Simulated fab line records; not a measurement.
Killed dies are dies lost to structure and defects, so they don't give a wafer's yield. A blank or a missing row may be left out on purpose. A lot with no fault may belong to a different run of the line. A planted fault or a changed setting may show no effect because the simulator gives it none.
Chamber matching    flow nandHarc    cmp-04 running NHARC_P_CONTACT_CMP_01: 4 sister chambers
The step polishes SiO2, target thk 200 nm. 18 wafers are shown with their chamber, then 9 later ones without.

## WAFERS PAIRED WITH THEIR CHAMBERS
wafer   chamber  motorCurrentA (A)
L075.1  2        13.3
L075.2  0        11.6
L075.4  3        14.8
L077.2  1        12.8
L077.3  2        14.2
L077.4  3        14.3
L079.1  3        14.4
L079.4  2        12.5
L079.5  3        14.1
L080.3  1        13.0
L080.5  1        12.7
L080.6  0        11.7
L084.1  1        12.6
L084.2  2        13.8
L084.5  2        13.7
L091.3  2        13.2
L091.4  1        12.3
L091.6  1        12.8

SIGNATURES (means of the wafers above)
reading        chamber 0  chamber 1  chamber 2  chamber 3  scatter within a chamber
motorCurrentA  11.650     12.700     13.450     14.400     0.404
Rule: for a wafer and a chamber, the distance is found by dividing, reading by reading, the gap between the wafer's reading and the chamber's mean by the reading's scatter, squaring, summing and taking the root. The wafer belongs to the nearest chamber; if the next one is less than 2 further off, it can't be placed. How the scatter is found: for the shown wafers, subtract from each reading the mean of its chamber, square and add these, divide the total by (wafers less chambers), then take the root.

## WAFERS WHOSE CHAMBER IS MISSING
wafer   motorCurrentA (A)
L095.1  13.2
L095.4  13.8
L095.6  14.9
L094.1  13.1
L094.4  12.1
L094.6  13.9
L096.1  12.4
L096.4  11.8
L096.6  14.2

## EACH ONE'S CHAMBER
wafer   from the rows above           in truth
L095.1  can't be placed: 2 or 1       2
L095.4  can't be placed: 2 or 3 or 1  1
L095.6  3                             3
L094.1  can't be placed: 2 or 1       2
L094.4  can't be placed: 0 or 1       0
L094.6  can't be placed: 2 or 3 or 1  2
L096.1  can't be placed: 1 or 0 or 2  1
L096.4  can't be placed: 0 or 1       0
L096.6  can't be placed: 3 or 2       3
1 of 9 placed correctly. Can't be placed from these rows: 8 (the true chamber is among the candidates in 8). 0 placed wrongly.
